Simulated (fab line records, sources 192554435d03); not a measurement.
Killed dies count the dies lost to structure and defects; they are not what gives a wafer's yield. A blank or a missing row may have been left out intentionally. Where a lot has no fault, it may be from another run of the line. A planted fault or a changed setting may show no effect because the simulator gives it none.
fab line records | flow n5Finfet | part 2 of 2: steps 6 to 8 of 8
record lots=15 wafers=45 lastDay=20
route steps=1938 shown BEOL_M1@836 BEOL_M2@859 BEOL_M4@1111
lots with no fault: from the same line, run without faults
startH: hours from the record's opening day to when the first of the lot's shown wafers began | waitH: how many hours have passed since the lot's step before this one | " identical to the entry in the row above | L1.1+2: several wafers, shown together as one row | - no value, or no start was given | * or withheld: withheld | < > ~ a bound
route shown NAME@n: names a module that has steps shown in the file, with the first one's number in the route | usual: average and standard deviation across the fault-free wafers | same: alike in all rows | chamber/n: place in a boat | sites: readings site by site | _std_site: how widely they spread, as a standard deviation | _edge_site: outer sites' mean less inner sites' | radiusMm: for every site, how far away it sits from the centre of the wafer | mask NAME#n: copy n | behind: the most recent tool/chamber to have shaped the wafer | hold: the reason the lot was held/the length of the hold in hours/how it ended | device: names the non-switching transistor (n, p or np) | end of line: the route-end tests of the same wafers | a step without rows: its recipe alone | killed: not the wafer's yield, but the dies lost to structure and defects at the first sort | map: per-die view of a wafer (x killed, . not killed, _ where there is no die)
set.NAME: the run value of the setting; set.NAME@STEP: its run value at that earlier step | model.NAME: the simulator's own value behind a step, which no gauge read
the route's steps for a sample of lots (tables are steps, rows are wafers)
services: a tool's chamber out of use, with start hour (startH, from the record's first day; less than 0 if before it), hours out, and reason
## steps
# step N5_BEOL_M2_STRIP_19
# recipe chemistry=O2 powerW=400 tempC=40 pressureMtorr=30 rfFrequencyHz=6e+07 biasPowerW=0 overashFraction=0.2 o2FlowSccm=225
# usual drypumpMotorCurrentA=5.7/0.38 o2FlowSccm=225.0/0.52 oesProductAu=0.80/0.092 rfVppV=3.7/0.47 showerheadPlenumPTorr=2.15/0.061 tempC=39.99/0.099 throttleValvePct=16.5/0.31
# columns lot.wafer tool chamber startH waitH drypumpMotorCurrentA o2FlowSccm oesProductAu rfHoursCounterH rfVppV showerheadPlenumPTorr tempC throttleValvePct
L656.2 rieDiel-04 0 140.87 0.1 6.1 225.7 0.97 10 3.2 2.17 40.00 16.2
L656.4 " 1 " " 6.2 225.7 0.73 - 3.0 2.19 40.13 17.1
L656.5 " 0 " " 6.1 224.7 0.97 - 3.8 2.17 39.87 16.2
L657.3 rieDiel-01 3 153.03 0.1 5.2 225.4 0.90 36 4.3 2.13 40.15 16.3
L657.4 " 2 " " 5.9 224.7 0.84 52 3.5 2.22 39.89 16.3
L657.5 " 0 " " 5.9 225.2 0.94 - 4.0 2.24 40.18 16.2
L658.1 rieDiel-01 2 161.74 0.1 5.9 224.5 0.83 55 3.9 2.22 39.92 16.4
L658.5 " 1 " " 5.3 225.2 0.72 - 4.3 2.16 39.97 16.7
L658.6 " 2 " " 5.9 226.0 0.83 - 3.5 2.22 39.97 16.4
L659.1 rieDiel-04 2 164.74 0.1 5.9 225.5 0.73 195 3.9 2.10 40.10 16.8
L659.4 " 0 " " 6.1 224.6 0.94 22 3.4 2.16 39.90 16.2
L659.5 " 3 " " 5.5 224.1 0.94 - 2.7 2.17 39.84 16.3
L660.1 rieDiel-06 3 168.20 0.3 5.0 225.5 0.70 204 4.4 1.98 39.99 16.6
L660.2 " 2 " " 5.6 225.6 0.68 244 3.4 2.15 39.91 16.6
L660.3 " 1 " " 5.6 224.8 0.82 75 3.0 2.13 40.05 16.8
L661.1 rieDiel-04 0 173.01 0.2 6.1 225.2 0.93 24 3.2 2.16 39.95 16.2
L661.2 " 3 " " 5.5 224.3 0.93 7 3.2 2.17 40.06 16.3
L661.4 " 3 " " 5.5 225.3 0.93 - 3.2 2.17 40.05 16.3
L663.3 rieDiel-04 1 186.27 0.1 6.2 224.9 0.72 201 3.3 2.18 40.13 17.1
L663.5 " 1 " " 6.3 225.1 0.72 - 3.7 2.18 39.90 17.1
L663.6 " 0 " " 6.1 224.8 0.93 - 4.5 2.16 39.85 16.2
L669.1 rieDiel-04 2 246.42 0.1 5.9 225.2 0.70 224 4.3 2.09 40.15 16.9
L669.3 " 0 " " 6.1 224.3 0.89 49 4.3 2.15 39.96 16.3
L669.6 " 2 " " 5.9 224.9 0.70 - 3.3 2.09 39.89 16.9
L670.2 rieDiel-04 1 247.41 0.1 6.2 225.0 0.70 221 3.9 2.17 40.08 17.2
L670.3 " 0 " " 6.1 224.6 0.91 49 3.5 2.15 40.02 16.3
L670.5 " 1 " " 6.2 224.4 0.70 - 4.8 2.17 40.21 17.2
L671.4 rieDiel-06 0 250.90 0.2 5.2 225.6 0.90 29 4.4 2.14 40.13 16.1
L671.5 " 2 " " 5.6 225.2 0.92 - 4.1 2.14 39.97 16.2
L671.6 " 1 " " 5.5 224.5 0.79 - 2.7 2.12 39.97 16.8
L672.2 rieDiel-01 1 262.64 0.1 5.3 224.8 0.70 235 3.6 2.14 40.09 16.8
L672.4 " 3 " " 5.2 225.6 0.87 58 3.4 2.12 39.91 16.4
L672.6 " 0 " " 5.9 225.2 0.85 - 3.7 2.23 39.97 16.2
L674.1 rieDiel-04 3 268.35 0.1 5.5 224.5 0.85 40 2.6 2.16 39.78 16.4
L674.2 " 0 " " 6.1 224.8 0.89 55 3.7 2.15 40.07 16.3
L674.6 " 1 " " 6.2 224.1 0.70 - 3.7 2.17 39.89 17.2
L675.1 rieDiel-01 1 269.80 0.1 5.3 225.1 0.70 237 3.7 2.14 39.89 16.8
L675.2 " 0 " " 5.9 225.1 0.84 52 4.0 2.23 40.09 16.2
L675.6 " 2 " " 5.9 224.3 0.79 - 3.2 2.20 39.89 16.4
L677.1 rieDiel-01 3 271.19 0.2 5.2 225.8 0.85 60 3.4 2.12 40.17 16.4
L677.2 " 0 " " 5.9 224.3 0.85 52 3.3 2.23 39.91 16.2
L677.4 " 2 " " 5.9 225.2 0.78 96 4.2 2.20 39.98 16.4
L678.1 rieDiel-01 1 277.90 0.1 5.3 223.5 0.70 240 3.5 2.14 40.17 16.8
L678.2 " 0 " " 5.9 224.3 0.84 54 2.6 2.23 40.12 16.2
L678.4 " 3 " " 5.2 224.5 0.85 62 4.7 2.12 40.04 16.4
# step N5_BEOL_M2_CD_MEAS_18
# recipe pitchNm=36 targetCdNm=18
# usual cdNm=18.1/0.36
# columns lot.wafer tool chamber startH waitH cdNm
L656.2 cdSem-02 - 140.94 0.1 18.2
L656.4 " - " " 18.6
L656.5 " - " " 18.3
L657.3 cdSem-01 - 153.11 0.1 18.2
L657.4 " - " " 18.4
L657.5 " - " " 18.1
L658.1 cdSem-02 - 161.81 0.0 18.1
L658.5 " - " " 17.8
L658.6 " - " " 18.1
L659.1 cdSem-03 - 164.81 0.0 -
L659.4 " - " " -
L659.5 " - " " -
L660.1 cdSem-03 - 168.27 0.0 -
L660.2 " - " " -
L660.3 " - " " -
L661.1 cdSem-03 - 173.08 0.0 -
L661.2 " - " " -
L661.4 " - " " -
L663.3 cdSem-01 - 186.35 0.1 17.2
L663.5 " - " " 17.8
L663.6 " - " " 18.1
L669.1 cdSem-03 - 246.49 0.0 18.5
L669.3 " - " " 17.4
L669.6 " - " " 18.9
L670.2 cdSem-03 - 247.48 0.1 17.5
L670.3 " - " " 18.1
L670.5 " - " " 18.1
L671.4 cdSem-03 - 250.98 0.1 18.3
L671.5 " - " " 18.5
L671.6 " - " " 17.8
L672.2 cdSem-02 - 262.71 0.1 18.2
L672.4 " - " " 18.3
L672.6 " - " " 18.2
L674.1 cdSem-03 - 268.42 0.0 18.6
L674.2 " - " " 18.6
L674.6 " - " " 17.8
L675.1 cdSem-02 - 269.87 0.0 18.7
L675.2 " - " " 17.9
L675.6 " - " " 18.2
L677.1 cdSem-01 - 271.26 0.0 17.7
L677.2 " - " " 18.3
L677.4 " - " " 17.7
L678.1 cdSem-01 - 277.97 0.0 18.1
L678.2 " - " " 18.2
L678.4 " - " " 18.5
# step N5_BEOL_M4_RC_MEAS_101
# usual DIBL_N=36.0/1.9 DIBL_P=35.6/2.2 IOFF_N=0.15/0.031 IOFF_P=0.19/0.032 ION_N=668/11 ION_P=455/7.2 SS_N=71.5/0.65 SS_P=73.4/0.64 VT_N=251/3.6 VT_P=-253/3.3
# columns lot.wafer tool chamber startH waitH DIBL_N[mV/V] DIBL_P[mV/V] IOFF_N[nA/um] IOFF_P[nA/um] ION_N[uA/um] ION_P[uA/um] SS_N[mV/dec] SS_P[mV/dec] VT_N[mV] VT_P[mV]
L656.2 prober-02 0 193.89 0.2 35.0 34.2 0.11 0.14 661 445 72.1 72.7 258 -259
L656.4 " 0 " " 35.1 34.4 0.12 0.14 658 444 71.0 72.9 254 -256
L656.5 " 0 " " 36.2 36.1 0.13 0.16 669 453 71.8 73.5 252 -258
L657.3 prober-01 0 198.86 0.3 34.8 34.5 0.13 0.17 647 445 71.1 72.7 252 -253
L657.4 " 0 " " 36.2 35.2 0.15 0.17 663 453 70.9 72.5 254 -253
L657.5 " 0 " " 36.5 35.6 0.15 0.17 655 441 71.8 73.5 251 -254
L658.1 prober-02 0 226.65 0.0 38.1 37.8 0.20 0.23 685 463 71.4 73.6 241 -249
L658.5 " 0 " " 36.1 36.1 0.16 0.20 676 459 71.4 73.3 251 -253
L658.6 " 0 " " 35.0 33.9 0.15 0.17 665 453 71.7 72.9 251 -254
L663.3 prober-02 0 248.01 0.3 34.0 33.2 0.12 0.19 650 452 71.2 72.7 255 -251
L663.5 " 0 " " 34.2 32.6 0.12 0.17 660 453 71.1 72.7 257 -255
L663.6 " 0 " " 32.9 32.8 0.11 0.17 665 458 71.4 72.7 254 -254
L669.1 prober-02 0 297.91 0.0 38.4 38.4 0.19 0.22 677 462 70.7 74.3 246 -246
L669.3 " 0 " " 37.1 36.7 0.15 0.20 670 460 71.2 72.8 252 -250
L669.6 " 0 " " 35.3 34.2 0.12 0.16 670 461 70.6 72.8 252 -255
L670.2 prober-01 0 305.76 0.2 36.3 38.5 0.16 0.21 666 458 71.4 73.7 248 -253
L670.3 " 0 " " 35.7 36.3 0.16 0.17 666 445 72.0 73.4 249 -258
L670.5 " 0 " " 36.9 38.1 0.18 0.20 668 458 72.0 73.8 251 -256
L671.4 prober-01 0 308.79 0.5 34.9 35.3 0.14 0.18 667 454 71.1 73.0 251 -253
L671.5 " 0 " " 35.5 36.0 0.15 0.20 662 450 71.2 73.4 249 -248
L671.6 " 0 " " 33.6 34.6 0.13 0.18 667 461 71.0 73.0 251 -252
L675.1 prober-02 0 322.43 0.0 35.0 34.7 0.14 0.19 672 460 71.3 73.9 254 -254
L675.2 " 0 " " 35.7 34.8 0.15 0.18 666 452 72.6 74.2 251 -253
L675.6 " 0 " " 36.2 35.4 0.14 0.19 658 449 71.9 73.3 256 -252
L672.2 prober-01 0 322.82 0.2 38.0 36.6 0.17 0.21 677 463 70.9 74.0 249 -251
L672.4 " 0 " " 36.8 34.7 0.14 0.18 666 459 71.3 73.7 248 -253
L672.6 " 0 " " 38.8 37.1 0.18 0.21 683 461 72.0 73.4 248 -250
L674.1 prober-01 0 331.90 0.0 37.3 36.5 0.17 0.20 679 457 71.4 73.6 247 -251
L674.2 " 0 " " 36.7 35.3 0.15 0.18 665 451 72.2 72.7 250 -253
L674.6 " 0 " " 38.7 39.4 0.21 0.25 686 462 72.4 73.9 243 -251
L677.1 prober-02 0 333.71 0.0 33.1 33.5 0.11 0.13 662 444 70.6 72.9 259 -262
L677.2 " 0 " " 34.7 35.8 0.13 0.16 666 443 71.6 73.6 255 -262
L677.4 " 0 " " 34.6 37.0 0.14 0.17 665 449 71.9 74.3 252 -259
L678.1 prober-01 0 361.52 0.0 34.9 33.6 0.13 0.17 671 460 71.2 73.1 250 -252
L678.2 " 0 " " 34.3 33.6 0.12 0.18 653 451 70.9 73.2 254 -253
L678.4 " 0 " " 37.0 36.7 0.16 0.24 684 469 71.4 74.6 248 -246
## services
# columns tool chamber startH hours kind
cvdCo-01 1 114.67 - clean
cvdCo-01 1 114.67 22.0 scheduledDown
cvdCo-01 1 114.67 22.0 ventCycle
rieDiel-04 3 130.10 - clean
rieDiel-04 3 130.10 - consumableReplace:focusRing
rieDiel-04 3 130.10 23.7 scheduledDown
rieDiel-04 3 130.10 23.7 ventCycle
rieDiel-06 0 130.10 4.0 repair
rieDiel-06 0 141.88 - clean
rieDiel-06 0 141.88 - consumableReplace:focusRing
cvdCo-01 - 152.87 1.3 repair
rieDiel-01 3 156.77 43.4 repair
rieDiel-04 1 171.89 1.4 repair
rieDiel-06 3 181.80 17.0 repair
cvdCo-01 - 185.44 6.9 pm
cvdCo-01 1 196.74 8.7 repair
rieDiel-01 - 202.64 0.5 repair
rieMetal-03 - 221.17 2.8 pm
cvdCo-02 - 251.00 6.0 pm
rieDiel-01 - 252.18 2.8 pm
rieMetal-02 - 259.01 1.1 repair
cvdCo-02 - 264.18 0.8 repair
rieMetal-02 1 266.96 4.9 repair
rieMetal-03 1 272.82 4.8 repair
## key
firstSign step=N5_BEOL_M2_ETCH_63 reading=toolRecord direction=missing
effect step=N5_BEOL_M2_ETCH_64 reading=oesProductAu direction=down sigmas=4.7 usual=0.61 struck=0.31
effect step=N5_BEOL_M2_HM_OPEN_17 reading=oesProductAu direction=down sigmas=6.9 usual=0.69 struck=0.29
effect step=N5_BEOL_M2_CD_MEAS_18 reading=cdNm direction=missing
metAt N5_BEOL_M2_ETCH_63
struckLots L659,L660,L661
laterRowsLeftOut L659.1,L659.4,L659.5,L660.1,L660.2,L660.3,L661.1,L661.2,L661.4
sortLeftOut L659.1,L659.4,L659.5,L660.1,L660.2,L660.3,L661.1,L661.2,L661.4
notActingAt N5_BEOL_M1_CO_CAP_55,N5_BEOL_M1_RS_MEAS_58,N5_BEOL_M2_STRIP_19
fault kind=skippedStepWhole tool=rieDiel-04 chamber=- onsetH=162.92 steps=N5_BEOL_M2_ETCH_63 scope=struckLotsOnly
# sortLeftOut: the simulated sort isn't trusted on such a fault, so these wafers' sort isn't shown, and their yield isn't known
# laterRowsLeftOut: the simulator's readings of these wafers behind a module that went badly wrong aren't trusted and aren't shown, but for the sort
